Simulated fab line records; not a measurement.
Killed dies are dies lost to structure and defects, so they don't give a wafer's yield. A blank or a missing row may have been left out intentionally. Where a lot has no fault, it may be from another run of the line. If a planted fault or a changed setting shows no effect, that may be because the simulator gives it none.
What tool caused it?    flow n5_finfet    11 lots, 33 wafers sampled, at 4 steps of a route of 1938

## WHAT THE GAUGES SHOWED, per wafer
N5_BEOL_M5_CD_MEAS_28: target cd 30.6 nm, target cd y 20 nm. Usual: 30.57 nm for cd_nm, sd 0.27.
lot   measured      on         cd_nm (nm)         flag
L783  day 10 23:05  cd_sem-01  30.77 30.79 30.64  
L785  day 11 14:17  cd_sem-01  30.71 31.19 30.15  
L790  day 12 06:10  cd_sem-01  31.00 31.11 30.80  
L788  day 12 15:29  cd_sem-03  30.42 30.68 30.26  
L787  day 12 21:44  cd_sem-03  30.44 30.55 30.76  
L792  day 13 03:20  cd_sem-02  30.27 30.47 30.48  
L795  day 13 16:50  cd_sem-01  30.33 30.34 30.13  
L793  day 14 03:56  cd_sem-01  30.71 30.85 30.93  
L802  day 15 20:36  cd_sem-03  30.66 30.30 30.85  
L801  day 15 22:35  cd_sem-02  30.24 30.40 29.92  
L804  day 17 23:18  cd_sem-01  30.38 30.65 30.96  

N5_BEOL_M5_INSPECT_30: inspects for defects (brightfield). Usual: 401 for raw_defect_count, sd 83.
lot   measured      on                 raw_defect_count  flag
L783  day 10 23:11  defect_inspect-01  501 406 377       
L785  day 11 14:24  defect_inspect-01  391 325 390       
L790  day 12 06:15  defect_inspect-01  353 468 350       
L788  day 12 15:35  defect_inspect-01  284 318 457       
L787  day 12 21:51  defect_inspect-01  672 486 601       
L792  day 13 03:25  defect_inspect-01  478 412 415       
L795  day 13 16:55  defect_inspect-01  299 280 304       
L793  day 14 04:02  defect_inspect-01  294 385 410       
L802  day 15 20:41  defect_inspect-01  291 322 326       
L801  day 15 22:41  defect_inspect-02  602 431 400       
L804  day 17 23:23  defect_inspect-01  462 366 326       

## WHAT TOOL EACH LOT RAN ON (gives the tool, then ch and the chambers of the sampled wafers, and finally the start)
lot   N5_BEOL_M5_ETCH_72                  N5_BEOL_M5_COAT_66
L783  rie_diel-03 ch 1,3, day 10 19:23    litho_track-01 ch 0, day 10 22:41
L785  rie_diel-02 ch 1,2, day 11 09:47    litho_track-02 ch 0, day 11 14:01
L790  rie_diel-06 ch 0,2, day 12 04:45    litho_track-01 ch 0, day 12 05:43
L788  rie_diel-03 ch 0,1,3, day 12 13:18  litho_track-01 ch 0, day 12 15:13
L787  rie_diel-02 ch 0,1,2, day 12 21:01  litho_track-03 ch 0, day 12 21:27
L792  rie_diel-02 ch 1,2,3, day 12 23:52  litho_track-03 ch 0, day 13 02:54
L795  rie_diel-06 ch 0,2, day 13 15:59    litho_track-02 ch 0, day 13 16:26
L793  rie_diel-06 ch 0,1,3, day 14 03:06  litho_track-03 ch 0, day 14 03:40
L802  rie_diel-03 ch 1,2,3, day 15 18:07  litho_track-03 ch 0, day 15 20:02
L801  rie_diel-06 ch 2,3, day 15 18:54    litho_track-03 ch 0, day 15 20:16
L804  rie_diel-02 ch 0,2,3, day 17 21:41  litho_track-01 ch 0, day 17 22:52
- N5_BEOL_M5_ETCH_72: etches underlayer in N2/H2, target depth 6.5 nm, time 5.2 s.
- N5_BEOL_M5_COAT_66: time 60 s, resist thk 12 nm.

## WHAT THE TOOLS THEMSELVES READ (means of the sampled wafers that have a number; where no wafer has one, the mark that the record gives instead)
N5_BEOL_M5_ETCH_72. Usual: value, then standard deviation, for each; drypump_motor_current_A 5.7 A / 0.38; etch_rf_on_time_s 5.08 s / 0.16; oes_product_au 0.70 a.u. / 0.07; rf_fwd_power_W 819.4 W / 2.5; rf_vpp_V 524 V / 3.1; showerhead_plenum_p_Torr 2.56 Torr / 0.11; throttle_valve_pct 17.78 % / 0.24.
lot   tool         drypump_motor_current_A (A)  etch_rf_on_time_s (s)  oes_product_au (a.u.)  rf_fwd_power_W (W)  rf_vpp_V (V)  showerhead_plenum_p_Torr (Torr)  throttle_valve_pct (%)  flag
L783  rie_diel-03  5.6                          5.06                   0.66                   817.3               527           2.64                             18.18                   
L785  rie_diel-02  5.6                          5.07                   0.66                   818.3               520           2.36                             17.73                   
L790  rie_diel-06  5.9                          5.20                   0.69                   819.4               525           2.55                             17.44                   
L788  rie_diel-03  5.7                          4.95                   0.67                   818.7               527           2.61                             17.92                   
L787  rie_diel-02  5.6                          5.09                   0.70                   820.6               520           2.43                             17.85                   
L792  rie_diel-02  5.7                          5.15                   0.63                   819.7               521           2.46                             17.80                   
L795  rie_diel-06  5.5                          5.27                   0.69                   820.6               525           2.57                             17.48                   
L793  rie_diel-06  5.7                          5.06                   0.74                   820.3               524           2.52                             17.45                   
L802  rie_diel-03  5.7                          5.07                   0.75                   820.5               526           2.65                             17.95                   
L801  rie_diel-06  5.3                          5.23                   0.70                   818.0               521           2.49                             17.58                   
L804  rie_diel-02  5.8                          5.11                   0.66                   821.7               522           2.47                             17.95                   

N5_BEOL_M5_COAT_66. Usual: 1500.0 rpm for spin_speed_rpm, sd 1.
lot   tool            spin_speed_rpm (rpm)  flag
L783  litho_track-01  1500.8                
L785  litho_track-02  1499.9                
L790  litho_track-01  1500.2                
L788  litho_track-01  1499.1                
L787  litho_track-03  1500.3                
L792  litho_track-03  1499.8                
L795  litho_track-02  1498.1                
L793  litho_track-03  1499.4                
L802  litho_track-03  1430.1                OFF
L801  litho_track-03  1429.5                OFF
L804  litho_track-01  1499.0                

## THE ANSWER, worked out from the rows above alone
Rule: lot off if the mean of its wafers having a number is beyond 3 standard deviations from the usual mean. A lot without any number at a reading at which 4 lots or more have one is off too. All remaining lots with rows at the step are treated as sound. The gauges are gone through in route order, then the tools' own readings, and for those a lot's mean is taken as printed above. At the first step where some lot is off, the reading lying furthest off is the one used; lots without a number count as furthest.
Off: L802, L801, at N5_BEOL_M5_COAT_66 (spin_speed_rpm).
If a tool, at that step or one of the process steps before it, ran each lot that is off and ran no sound lot following the first of them, it fits. One fits: N5_BEOL_M5_COAT_66 on litho_track-03. A fault onset in the window from L793 (day 14 03:40, its last sound lot) to L802 (day 15 20:02, its first lot off) fits.
The tool's own readings at N5_BEOL_M5_COAT_66 bear it out: on the lots that are off they differ by more than 5 times the standard deviation of the sound lots' means. spin_speed_rpm reads 1429.8 rpm there against 1499.6 rpm on the sound lots.

## WHAT THE SIMULATOR PUT IN
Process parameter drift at N5_BEOL_M5_COAT_66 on litho_track-03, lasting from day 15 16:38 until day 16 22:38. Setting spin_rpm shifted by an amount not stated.
Shown lots that were struck: L802, L801. The rule above found the same.
